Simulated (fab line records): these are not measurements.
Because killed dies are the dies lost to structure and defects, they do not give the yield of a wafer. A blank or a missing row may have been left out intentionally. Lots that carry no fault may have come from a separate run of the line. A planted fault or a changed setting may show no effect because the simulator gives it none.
Which tool is to blame?    flow nandHarc    15 lots with 45 wafers sampled at 5 steps, on a route of 1159 steps

## WHAT EACH GAUGE READ, for each wafer
NHARC_P_M0_INSPECT_27.
lot   measured      on                rawDefectCount
L695  day 5 17:40   defectInspect-02  466 364 420
L696  day 6 07:24   defectInspect-01  164 140 311
L698  day 6 08:50   defectInspect-02  200 358 375
L699  day 6 19:05   defectInspect-01  291 333 287
L700  day 6 19:44   defectInspect-02  357 248 272
L701  day 7 13:11   defectInspect-02  281 219 349
L703  day 7 22:16   defectInspect-01  146 336 302
L704  day 8 16:09   defectInspect-01  280 246 140
L706  day 9 00:16   defectInspect-01  424 218 349
L705  day 9 05:31   defectInspect-02  454 271 391
L709  day 9 05:45   defectInspect-01  306 276 212
L711  day 9 23:02   defectInspect-02  247 340 274
L715  day 11 06:32  defectInspect-01  95 153 106
L718  day 11 10:22  defectInspect-01  385 403 417
L717  day 11 10:58  defectInspect-01  310 445 511

NHARC_P_M1_CD_MEAS_09: the cd target is 130 nm.
lot   measured      on        cdNm (nm)
L695  day 5 19:02   cdSem-02  129.9 131.5 130.1
L696  day 6 08:55   cdSem-01  129.9 130.3 130.7
L698  day 6 10:13   cdSem-01  130.3 129.1 129.4
L699  day 6 20:22   cdSem-02  130.2 130.1 130.0
L700  day 6 21:09   cdSem-03  129.2 129.1 129.8
L701  day 7 14:26   cdSem-02  128.9 129.9 129.0
L703  day 7 23:39   cdSem-01  130.0 128.9 130.0
L704  day 8 17:26   cdSem-01  129.2 129.4 130.3
L706  day 9 01:38   cdSem-03  129.3 130.5 130.0
L705  day 9 06:55   cdSem-01  130.3 128.7 129.2
L709  day 9 07:07   cdSem-01  129.0 129.8 128.9
L711  day 10 00:33  cdSem-01  129.5 128.8 128.4
L715  day 11 09:14  cdSem-01  154.6 155.8 153.8
L718  day 11 11:38  cdSem-01  149.8 150.7 150.2
L717  day 11 12:14  cdSem-01  151.4 150.7 151.6

## WHICH TOOL RAN EACH LOT (tool, then ch and the chambers of the sampled wafers, then the start)
lot   NHARC_P_M0_PVD_20                       NHARC_P_M0_ANNEAL_30             NHARC_P_M1_EXPOSE_06
L695  pvdSputter-01, day 5 16:51 or earlier   rtpAnneal-01 ch 0, day 5 16:51   arfiScanner-01 ch 0, day 5 18:54
L696  pvdSputter-02, day 6 06:35 or earlier   rtpAnneal-02 ch 0, day 6 06:35   arfiScanner-03 ch 0, day 6 08:46
L698  pvdSputter-01, day 6 08:07 or earlier   rtpAnneal-02 ch 0, day 6 08:07   arfiScanner-01 ch 0, day 6 10:05
L699  pvdSputter-02, day 6 18:16 or earlier   rtpAnneal-02 ch 0, day 6 18:16   arfiScanner-01 ch 0, day 6 20:13
L700  pvdSputter-01, day 6 18:56 or earlier   rtpAnneal-01 ch 0, day 6 18:56   arfiScanner-02 ch 0, day 6 21:01
L701  pvdSputter-02, day 7 12:22 or earlier   rtpAnneal-01 ch 0, day 7 12:22   arfiScanner-02 ch 0, day 7 14:17
L703  pvdSputter-03, day 7 21:28 or earlier   rtpAnneal-02 ch 0, day 7 21:28   arfiScanner-01 ch 0, day 7 23:31
L704  pvdSputter-03, day 8 15:20 or earlier   rtpAnneal-01 ch 0, day 8 15:20   arfiScanner-01 ch 0, day 8 17:17
L706  pvdSputter-02, day 8 23:27 or earlier   rtpAnneal-01 ch 0, day 8 23:27   arfiScanner-02 ch 0, day 9 01:30
L705  pvdSputter-01, day 9 04:44 or earlier   rtpAnneal-01 ch 0, day 9 04:44   arfiScanner-03 ch 0, day 9 06:46
L709  pvdSputter-03, day 9 04:55 or earlier   rtpAnneal-02 ch 0, day 9 04:55   arfiScanner-02 ch 0, day 9 06:59
L711  pvdSputter-01, day 9 22:13 or earlier   rtpAnneal-02 ch 0, day 9 22:13   arfiScanner-01 ch 0, day 10 00:25
L715  pvdSputter-03, day 11 05:43 or earlier  rtpAnneal-01 ch 0, day 11 05:43  arfiScanner-02 ch 0, day 11 09:06
L718  pvdSputter-01, day 11 09:36 or earlier  rtpAnneal-02 ch 0, day 11 09:36  arfiScanner-02 ch 0, day 11 11:30
L717  pvdSputter-01, day 11 10:08 or earlier  rtpAnneal-02 ch 0, day 11 10:08  arfiScanner-02 ch 0, day 11 12:05
- NHARC_P_M0_PVD_20: deposits TaN, target thk 5 nm, time 8.06 s.
- NHARC_P_M0_ANNEAL_30: time 90 s.
- NHARC_P_M1_EXPOSE_06: exposes mask P M1, target cd 130 nm.

## AS READ BY THE TOOLS THEMSELVES (means over the sampled wafers that have a number; for cases with no such wafer, the mark the record gives instead)
NHARC_P_M0_PVD_20.
lot   tool           throttleValvePct (%)
L695  pvdSputter-01  29.5
L696  pvdSputter-02  30.3
L698  pvdSputter-01  29.1
L699  pvdSputter-02  29.7
L700  pvdSputter-01  29.3
L701  pvdSputter-02  30.9
L703  pvdSputter-03  30.3
L704  pvdSputter-03  30.2
L706  pvdSputter-02  30.4
L705  pvdSputter-01  28.1
L709  pvdSputter-03  30.6
L711  pvdSputter-01  29.2
L715  pvdSputter-03  29.9
L718  pvdSputter-01  30.4
L717  pvdSputter-01  30.2

NHARC_P_M0_ANNEAL_30.
lot   tool          wafer_temp_C_max
L695  rtpAnneal-01  226.27
L696  rtpAnneal-02  225.94
L698  rtpAnneal-02  226.11
L699  rtpAnneal-02  226.30
L700  rtpAnneal-01  226.56
L701  rtpAnneal-01  226.36
L703  rtpAnneal-02  225.79
L704  rtpAnneal-01  226.27
L706  rtpAnneal-01  226.30
L705  rtpAnneal-01  226.27
L709  rtpAnneal-02  226.13
L711  rtpAnneal-02  226.17
L715  rtpAnneal-01  226.09
L718  rtpAnneal-02  226.29
L717  rtpAnneal-02  226.20

NHARC_P_M1_EXPOSE_06.
lot   tool            exposureDoseMJCm2
L695  arfiScanner-01  81.94
L696  arfiScanner-03  81.97
L698  arfiScanner-01  81.84
L699  arfiScanner-01  81.86
L700  arfiScanner-02  81.82
L701  arfiScanner-02  81.91
L703  arfiScanner-01  81.83
L704  arfiScanner-01  81.98
L706  arfiScanner-02  81.92
L705  arfiScanner-03  81.74
L709  arfiScanner-02  81.86
L711  arfiScanner-01  81.77
L715  arfiScanner-02  125.60
L718  arfiScanner-02  117.29
L717  arfiScanner-02  117.35

## THE ANSWER, worked out from the rows above alone
Rule: the lots themselves supply what counts as usual. The widest of any qualifying gaps counts: lots, ordered by their means at a reading, are off when they make up no more than a third of the lots, leave a main group of 4 or more, and stand apart from it by 3 or more times the standard deviation of that group's means. If all means in a main group match to the digits the tables above print for the reading, that group is not used. A lot without any number at a reading at which 4 lots or more have one is off too. Any other lot the step has rows for is counted as sound. First the gauges in route order, then the tools' own readings, where a lot's mean is used as printed above. The first step at which some lot is off is used, and at that step the reading that is off furthest; a lot without a number counts as furthest.
Off at NHARC_P_M1_CD_MEAS_09 (cdNm): L715, L718, L717. The main group: mean 129.7 nm, standard deviation 0.45.
A tool fits if, at a process step before that reading, it ran every lot that is off, and no sound lot after the first of them. Not tried: the gauges at NHARC_P_M1_CD_MEAS_09; whatever is off there is also off at NHARC_P_M1_EXPOSE_06, on other tools, and gauge error can't account for it. Because NHARC_P_M0_PVD_20 lacks a start for some lots, the hours and order of its lots are taken from NHARC_P_M0_ANNEAL_30. One candidate fits, namely arfiScanner-02 at NHARC_P_M1_EXPOSE_06. A fault onset in the window from L709 (day 9 06:59, its last sound lot) to L715 (day 11 09:06, its first lot off) fits.
The tool's own readings at NHARC_P_M1_EXPOSE_06 bear it out: on the lots that are off they differ by more than 5 times the standard deviation of the sound lots' means. exposureDoseMJCm2 reads 120.08 there against 81.87 on the sound lots.

## WHAT HAD BEEN PUT IN BY THE SIMULATOR
Process parameter drift: arfiScanner-02, from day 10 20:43 on, at NHARC_P_M1_EXPOSE_06. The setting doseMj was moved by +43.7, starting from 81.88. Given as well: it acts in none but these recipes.
Shown lots that were struck: L715, L718, L717. The same result came from the rule above.
